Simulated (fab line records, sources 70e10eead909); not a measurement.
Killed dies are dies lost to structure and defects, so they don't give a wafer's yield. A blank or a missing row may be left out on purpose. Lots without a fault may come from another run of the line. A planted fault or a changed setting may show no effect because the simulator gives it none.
Chamber matching | flow nand_harc | NHARC_A_CHANNEL_FILL_D2_ETCHBACK_20 on rie_diel-08: 4 sister chambers
The step etches the open film in C4F8/O2/Ar, target depth 27 nm, time 13.5 s. 16 wafers are shown with their chamber, then 8 later ones without.

WAFERS WITH THEIR CHAMBER
wafer  | chamber | rf_vpp_V (V) | oes_product_au (a.u.)
L080.2 | 1       | 977          | 1.005
L080.4 | 2       | 978          | 1.022
L080.6 | 1       | 976          | 1.012
L080.1 | 0       | 989          | 1.008
L080.3 | 3       | 970          | 1.007
L080.5 | 2       | 979          | 1.010
L084.2 | 3       | 969          | 1.004
L084.3 | 0       | 990          | 1.001
L084.6 | 3       | 970          | 1.001
L091.2 | 1       | 976          | 1.005
L091.3 | 0       | 989          | 0.996
L091.5 | 0       | 990          | 0.999
L091.1 | 3       | 970          | 0.990
L091.4 | 2       | 977          | 0.983
L091.6 | 1       | 974          | 0.990
L093.1 | 2       | 978          | 0.993

SIGNATURES (means of the wafers above)
reading        | chamber 0 | chamber 1 | chamber 2 | chamber 3 | scatter within a chamber
rf_vpp_V       | 989.50    | 975.75    | 978.00    | 969.75    | 0.842
oes_product_au | 1.00100   | 1.00300   | 1.00200   | 1.00050   | 0.0108
Rule: a wafer's distance from a chamber is the root of the sum, over the readings, of the square of ((its reading less the chamber's mean) divided by the reading's scatter). The wafer belongs to the nearest chamber; if the next one is less than 2 further off, it can't be placed. The scatter: the root of (the sum of the squares of (reading less its chamber's mean) over the shown wafers, divided by (wafers less chambers)).

WAFERS WITHOUT THEIR CHAMBER
wafer  | rf_vpp_V (V) | oes_product_au (a.u.)
L093.2 | 974          | 0.994
L093.3 | 987          | 0.975
L093.4 | 970          | 0.973
L093.5 | 978          | 0.979
L093.6 | 977          | 0.986
L096.1 | 975          | 0.993
L096.4 | 987          | 1.005
L096.5 | 968          | 0.992

WHICH CHAMBER EACH WENT THROUGH
wafer  | from the rows above     | in truth
L093.2 | 1                       | 1
L093.3 | 0                       | 0
L093.4 | 3                       | 3
L093.5 | can't be placed: 2 or 1 | 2
L093.6 | can't be placed: 2 or 1 | 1
L096.1 | 1                       | 1
L096.4 | 0                       | 0
L096.5 | 3                       | 3
Placed correctly: 6 of 8. Can't be placed from these rows: 2 (the true chamber is among the candidates in 2). Placed wrongly: 0.
